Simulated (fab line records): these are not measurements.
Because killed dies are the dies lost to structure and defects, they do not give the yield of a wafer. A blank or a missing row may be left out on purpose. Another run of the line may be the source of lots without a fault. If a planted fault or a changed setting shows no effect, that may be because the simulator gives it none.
A struck lot beside a sound one    flow n5_finfet    37 steps out of a route of 1938
Sound: wafers L143.1, L143.5, L143.6. Struck: wafers L151.1, L151.4 (left out: L151.2, a lot-mate that was not struck); the cause follows at the end.
Order at every step that has rows: each side's tool, ch and its chambers, its first start. Under that, the readings that differ: sound wafers    struck wafers    difference of the means    sigmas: that difference in standard deviations of wafers without a fault.
alike: words and numbers the same on both sides, and readings whose means are apart by under 2 such deviations; not compared: readings that were withheld, readings missing a value for some wafer, numbers with overlapping values and no deviation given by the record, and bounds like >300 which may hide the same value.
The two part at a step that has a row with sigmas, a row that says differs or no value, or rows on one side only. Numbers that have no deviation but don't overlap get no sigmas and don't part them. Lack of a reading on every wafer of one side parts them only where that side has two or more wafers.

first, 1 step without rows for these wafers: N5_BEOL_M4_SPUTTER_90 (material Cu, target thk 4.5 nm, time 8.29 s).
N5_BEOL_M4_ANNEAL_91: time 240 s.
  sound on pvd_sputter-03 at day 9 14:02; struck on pvd_sputter-01 at day 12 07:07
  alike: heater_power_w
then, 2 steps without rows for these wafers: N5_BEOL_M4_SPUTTER_92 (material Cu, target thk 4.5 nm, time 8.29 s); N5_BEOL_M4_ANNEAL_93 (time 240 s).
N5_BEOL_M4_SPUTTER_94: material Cu, target thk 4.5 nm, time 8.29 s.
  sound on pvd_sputter-03 at day 9 14:23; struck on pvd_sputter-01 at day 12 07:28
  alike: substrate_temp_c, throttle_valve_pct
then, 5 steps without rows for these wafers: N5_BEOL_M4_ANNEAL_95 (time 240 s); N5_BEOL_M4_SPUTTER_96 (material Cu, target thk 4.5 nm, time 8.29 s); N5_BEOL_M4_ECD_50 (material Cu, target thk 300 nm); N5_BEOL_M4_ANNEAL_51 (time 90 s); N5_BEOL_M4_CMP_52 (polishes, stops on SiOC, t overpolish 6.8 s, target thk 40 nm).
N5_BEOL_M4_THK_MEAS_53: measures by xrf.
  sound on film_metro-02 at day 9 15:24; struck on film_metro-02 at day 12 08:29
  alike: M4_THK
then, 1 step without rows for these wafers: N5_BEOL_M4_PRE_CLEAN_60 (time 15 s).
N5_BEOL_M4_CO_CAP_55: material Co, precursor CCTBA/H2, target thk 2 nm, time 102.1 s.
  sound on cvd_co-01 ch 1,2, day 9 15:28; struck on cvd_co-02 ch 2, day 12 08:34
  alike: chamber_pressure_Torr, heater_power_w
then, 1 step without rows for these wafers: N5_BEOL_M4_PRE_CLEAN_56 (time 15 s).
N5_BEOL_M4_DEP_57: deposits SiCN from 3MS/NH3, target thk 8 nm, time 14 s.
  sound on pecvd-04 ch 0,1,2, day 9 15:35; struck on pecvd-04 ch 1,2, day 12 08:40
  alike: chamber_pressure_Torr, showerhead_plenum_p_Torr, throttle_valve_pct
N5_BEOL_M4_RS_MEAS_58: uses a four-point probe to measure.
  sound on film_metro-01 at day 9 15:40; struck on film_metro-01 at day 12 08:44
  alike: M4_RS
N5_BEOL_M4_INSPECT_59: inspects for defects (darkfield).
  sound on defect_inspect-02 at day 9 15:41; struck on defect_inspect-01 at day 12 08:46
reading           sound      struck   difference  sigmas
raw_defect_count  80 118 68  722 702  +623        +22
N5_BEOL_M4_RC_MEAS_101:
  sound on prober-01 ch 0, day 9 15:49; struck on prober-02 ch 0, day 12 08:47
  alike: DIBL_N, DIBL_P, IOFF_N, IOFF_P, ION_N, ION_P, SS_N, SS_P, VT_N, VT_P
then, 2 steps without rows for these wafers: N5_BEOL_M5_ILD_DEP_00 (deposits SiCOH lowk from DEMS/porogen, target thk 140.64 nm, time 25.9 s); N5_BEOL_M5_CURE_79 (cures SiCOH lowk, time 240 s).
N5_BEOL_M5_THK_MEAS_01:
  sound on film_metro-02 at day 9 17:21; struck on film_metro-01 at day 12 10:20
  alike: M5_ILD_THK
then, 1 step without rows for these wafers: N5_BEOL_M5_PECVD_70 (deposits SiO2 from TEOS/O2, target thk 16 nm, time 18 s).
N5_BEOL_M5_HM_DEP_02: deposits TiN, target thk 20 nm.
  sound on pvd_sputter-03 at day 9 20:25; struck on pvd_sputter-01 at day 12 11:14
  alike: substrate_temp_c, throttle_valve_pct
then, 9 steps without rows for these wafers: N5_BEOL_M5_COAT_59 (time 60 s, resist thk 60 nm); N5_BEOL_M5_COAT_60 (time 60 s, resist thk 12 nm); N5_BEOL_M5_COAT_71 (time 60 s, resist thk 5 nm); N5_BEOL_M5_COAT_05 (resist thk 30 nm); N5_BEOL_M5_EBR_07; N5_BEOL_M5_SOFTBAKE_06 (time 60 s); N5_BEOL_M5_EXPOSE_08 (exposes mask M5, target cd 28 nm); N5_BEOL_M5_PEB_09 (peb time 60 s); N5_BEOL_M5_DEVELOP_10 (develop time 30 s).
N5_BEOL_M5_CD_MEAS_11: target cd 27.74 nm.
  sound on cd_sem-02 ch 0, day 9 20:48; struck on cd_sem-01 ch 0, day 12 11:38
  alike: cd_nm
N5_BEOL_M5_OVL_MEAS_12:
  sound on overlay-02 ch 0, day 9 20:50; struck on overlay-02 ch 0, day 12 11:40
  alike: M5_OVL
N5_BEOL_M5_INSPECT_13: inspects for defects (brightfield).
  sound on defect_inspect-02 at day 9 20:53; struck on defect_inspect-02 at day 12 11:43
reading           sound        struck     difference  sigmas
raw_defect_count  440 489 349  1123 1144  +708        +8
N5_BEOL_M5_DESCUM_16: chemistry O2, time 7 s.
  sound on rie_diel-02 ch 0,3, day 9 21:14; struck on rie_diel-01 ch 1,3, day 12 11:47
  alike: drypump_motor_current_A, oes_product_au, rf_vpp_V, showerhead_plenum_p_Torr, throttle_valve_pct
  not compared: rf_hours_counter_h
-- here the record skips 4 days between the struck wafers' starts before and after, leaving off in module BEOL_M5 and picking up in module PASSIVATION (first step shown: number 1936 of the route) --
N5_PASSIVATION_PROBE_49:
  rows exist in the record for the struck wafers here (prober-01, day 16 17:55), but not for the sound ones

## WHERE THEY PART
Last at N5_PASSIVATION_PROBE_49 as far as this record goes, first at N5_BEOL_M4_INSPECT_59.

WHY: whatever the simulator had introduced
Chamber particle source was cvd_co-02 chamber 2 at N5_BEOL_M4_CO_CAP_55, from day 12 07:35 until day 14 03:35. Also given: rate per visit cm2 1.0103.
